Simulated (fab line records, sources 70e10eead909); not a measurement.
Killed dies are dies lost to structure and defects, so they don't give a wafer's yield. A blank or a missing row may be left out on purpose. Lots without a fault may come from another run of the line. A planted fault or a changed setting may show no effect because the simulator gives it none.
A struck lot beside a sound one | flow nand_harc | 15 steps out of a route of 1302
Sound: wafers L243.3, L243.4, L243.6. Struck: wafers L246.2, L246.4, L246.6. The cause comes at the end.
At each step with rows: each side's tool, then ch and its chambers, then its first start. Under that, the readings that differ: sound wafers | struck wafers | difference of the means | sigmas: that difference in standard deviations of wafers without a fault.
alike: readings whose means differ by less than 2 such deviations, and words and numbers that are the same on both sides. not compared: withheld readings, readings that some wafer has no value for, bounds like >300 that may hide the same value, and numbers for which the record gives no deviation and whose values overlap.
The two part at a step that has a row with sigmas, a row that says differs or no value, or rows on one side only. Numbers that don't overlap but have no deviation are shown without sigmas and don't part them. A reading that every wafer of one side lacks parts them only if that side has two wafers or more.

first, 9 steps without rows for these wafers: NHARC_P_ZERO_WELL_STRIP_28 (strips in SPM, time 840 s); NHARC_P_ZERO_WELL_DEHYDRATE_29 (time 120 s); NHARC_P_ZERO_WELL_HMDS_30 (time 30 s); NHARC_P_ZERO_WELL_COAT_31; NHARC_P_ZERO_WELL_SOFTBAKE_32 (time 95 s); NHARC_P_ZERO_WELL_EBR_33; NHARC_P_ZERO_WELL_EXPOSE_34 (exposes mask P PWELL, target cd 720 nm); NHARC_P_ZERO_WELL_PEB_35 (peb time 85 s); NHARC_P_ZERO_WELL_DEVELOP_36 (time 70 s).
NHARC_P_ZERO_WELL_CD_MEAS_37: target cd 720 nm.
  sound on cd_sem-01 ch 0, day 3 06:06; struck on cd_sem-03 ch 0, day 4 12:12
  alike: cd_nm
then, 1 step without rows for these wafers: NHARC_P_ZERO_WELL_HARDBAKE_38 (time 80 s).
NHARC_P_ZERO_WELL_DESCUM_39: chemistry O2, time 3 s.
  sound on rie_diel-12 ch 0,2,3, day 3 06:16; struck on rie_diel-09 ch 0,1,3, day 4 12:23
  alike: chamber_pressure_mTorr, drypump_motor_current_A, oes_product_au, rf_vpp_V, showerhead_plenum_p_Torr, throttle_valve_pct
  not compared: rf_hours_counter_h
NHARC_P_ZERO_WELL_IMPLANT_40:
  sound on implanter-01 ch 0, day 3 06:28; struck on implanter-02, day 4 12:32
  no value came back on the struck wafers for beam_energy_keV, beam_on_s (s), end_station_pressure_torr (Torr); on the sound wafers beam_energy_keV reads 299.92 300.03 299.94
then, 1 step without rows for these wafers: NHARC_P_ZERO_WELL_IMPLANT_59.
-- the record jumps here: 23 days lie between the struck wafers' starts before and after (it left off in module P_ZERO_WELL and takes up again in module END, whose first step shown is number 1302 of the route) --
NHARC_END_SORT_01:
  the record has rows for the struck wafers here (prober-01 ch 0, day 27 22:46) and none for the sound ones

WHERE THEY PART
First at NHARC_P_ZERO_WELL_IMPLANT_40; last, within this record, at NHARC_END_SORT_01.

WHY: what the simulator had put in
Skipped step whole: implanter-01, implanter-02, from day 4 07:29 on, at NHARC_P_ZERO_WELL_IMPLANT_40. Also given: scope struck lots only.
